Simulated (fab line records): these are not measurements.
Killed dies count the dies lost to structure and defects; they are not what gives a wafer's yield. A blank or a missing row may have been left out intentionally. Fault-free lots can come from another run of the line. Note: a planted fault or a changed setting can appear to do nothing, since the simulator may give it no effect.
Struck lot and sound lot, side by side + flow n5-finfet + 36 steps out of a route of 1938
Sound: these wafers, L321.1, L321.3, L321.4. Wafers struck: L336.2, L336.4, L336.6. At the end, the cause is stated.
Each step with rows lists, per side, the tool, then ch with its chambers, then its first start. Under that, the readings that differ: sound wafers + struck wafers + difference of the means + sigmas: that difference in standard deviations of wafers without a fault.
alike: words and numbers the same on both sides, and readings whose means are apart by under 2 such deviations; not compared: readings that were withheld, readings missing a value for some wafer, numbers with overlapping values and no deviation given by the record, and bounds like >300 which may hide the same value.
A row with sigmas, a row that says differs or no value, or rows on one side alone: a step with any of these is where the two part. Numbers that don't overlap but have no deviation are shown without sigmas and don't part them. A reading missing from all wafers of one side parts the sides only when that side holds two or more wafers.

first, 12 steps without rows for these wafers: N5_BEOL_M5_ALD_86 (deposits TaN, pulse time 2 s, purge time 3 s, co reactant purge time 2 s); N5_BEOL_M5_SURFACE_TREAT_87; N5_BEOL_M5_CVD_47 (deposits Co from CCTBA/H2, target thk 3 nm, time 216 s); N5_BEOL_M5_SPUTTER_48 (material Cu, target thk 15 nm, time 27.62 s); N5_BEOL_M5_ANNEAL_49 (time 1800 s); N5_BEOL_M5_SPUTTER_81 (material Cu, target thk 15 nm, time 27.62 s); N5_BEOL_M5_ANNEAL_82 (time 1800 s); N5_BEOL_M5_SPUTTER_83 (material Cu, target thk 15 nm, time 27.62 s); N5_BEOL_M5_ANNEAL_84 (time 1800 s); N5_BEOL_M5_SPUTTER_88 (material Cu, target thk 15 nm, time 27.62 s); N5_BEOL_M5_ANNEAL_89 (time 1800 s); N5_BEOL_M5_SPUTTER_90 (material Cu, target thk 4.5 nm, time 8.29 s).
N5_BEOL_M5_ECD_50: material Cu, target thk 300 nm.
  sound on ecd-cu-01 ch 0,1, day 9 07:34; struck on ecd-cu-01 ch 0,1, day 13 01:23
then, 22 steps without rows for these wafers: N5_BEOL_M5_ANNEAL_51 (time 90 s); N5_BEOL_M5_CMP_52 (polishes, stops on SiCOH lowk, t overpolish 6.9 s, target thk 62 nm); N5_BEOL_M5_PRE_CLEAN_77 (time 15 s); N5_BEOL_M5_CO_CAP_78 (material Co, precursor CCTBA/H2, target thk 2 nm, time 102.1 s); N5_BEOL_M5_PRE_CLEAN_55 (time 15 s); N5_BEOL_M5_DEP_56 (deposits SiCN from 3MS/NH3, target thk 8 nm, time 14 s); N5_BEOL_M6_ILD_DEP_00 (deposits SiCOH lowk from DEMS/porogen, target thk 179.75 nm, time 33.4 s); N5_BEOL_M6_CURE_74 (cures SiCOH lowk, time 240 s); N5_BEOL_M6_PECVD_70 (deposits SiO2 from TEOS/O2, target thk 20 nm, time 22.7 s); N5_BEOL_M6_HM_DEP_02 (deposits TiN, target thk 20 nm); N5_BEOL_M6_COAT_59 (time 60 s, resist thk 100 nm); N5_BEOL_M6_COAT_60 (time 60 s, resist thk 35 nm); N5_BEOL_M6_COAT_05 (resist thk 90 nm); N5_BEOL_M6_EBR_07; N5_BEOL_M6_SOFTBAKE_06 (time 60 s); N5_BEOL_M6_EXPOSE_08 (exposes mask M6); N5_BEOL_M6_PEB_09 (peb time 60 s); N5_BEOL_M6_DEVELOP_10 (develop time 30 s); N5_BEOL_M6_DESCUM_16 (chemistry O2, time 7.9 s); N5_BEOL_M6_ETCH_61 (etches SiARC in CF4, target depth 45.5 nm, time 75.8 s); N5_BEOL_M6_ETCH_62 (etches SOC in N2/H2, target depth 110 nm, overetch 22 nm, time 165 s); N5_BEOL_M6_STRIP_68 (strips in N2/H2).
-- the record jumps here: 4 days lie between the struck wafers' starts before and after (it left off in module BEOL_M6 and takes up again in module PASSIVATION, whose first step shown is number 1936 of the route) --
N5_PASSIVATION_PROBE_49:
  the record has rows for the struck wafers here (prober-01, day 17 03:15) and none for the sound ones

== WHERE THEY PART ==
Within this record, at N5_PASSIVATION_PROBE_49 only.

WHY: whatever the simulator had introduced
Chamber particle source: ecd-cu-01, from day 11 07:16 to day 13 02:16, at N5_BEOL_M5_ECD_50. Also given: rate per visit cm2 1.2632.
